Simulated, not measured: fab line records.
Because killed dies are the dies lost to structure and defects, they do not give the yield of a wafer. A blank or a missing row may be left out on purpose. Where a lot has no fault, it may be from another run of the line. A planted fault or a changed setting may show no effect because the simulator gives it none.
Matching of chambers + flow n5 finfet + N5_BEOL_M4_DESCUM_33 on rie diel-02: 4 sister chambers
The step chemistry O2, time 7 s. 4 wafers are shown with their chamber, then 7 later ones without.

## WAFERS, EACH WITH ITS CHAMBER
| wafer  | chamber | drypump motor current A (A) |
|--------|---------|-----------------------------|
| L088.5 | 0       | 6.5                         |
| L089.1 | 1       | 6.2                         |
| L091.1 | 3       | 5.9                         |
| L091.2 | 2       | 5.1                         |

## WAFERS WITHOUT THEIR CHAMBER
| wafer  | drypump motor current A (A) |
|--------|-----------------------------|
| L091.6 | 6.5                         |
| L096.2 | 6.6                         |
| L096.4 | 6.3                         |
| L096.5 | 6.6                         |
| L097.1 | 5.1                         |
| L097.3 | 6.3                         |
| L097.5 | 5.1                         |

## CHAMBER TAKEN BY EACH
| wafer  | from the rows above     | in truth |
|--------|-------------------------|----------|
| L091.6 | 0                       | 0        |
| L096.2 | 0                       | 0        |
| L096.4 | can't be placed: 1 or 0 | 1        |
| L096.5 | 0                       | 0        |
| L097.1 | 2                       | 2        |
| L097.3 | can't be placed: 1 or 0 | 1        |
| L097.5 | 2                       | 2        |
Correctly placed: 5 of 7. These rows do not allow placing 2 (true chamber among the candidates in 2). Wrongly placed: 0.
How it was worked out, from the rows above alone: a wafer's distance from a chamber is the root of the sum, over the readings, of the square of ((its reading less the chamber's mean) divided by the reading's scatter). If the next closest chamber is less than 2 further off than the closest, the wafer can't be placed; otherwise it belongs to the closest. The mean given for a chamber averages the wafers shown for that chamber. The scatter: root of mean squared gap, hidden wafer to nearest shown wafer, with one shown wafer a chamber.
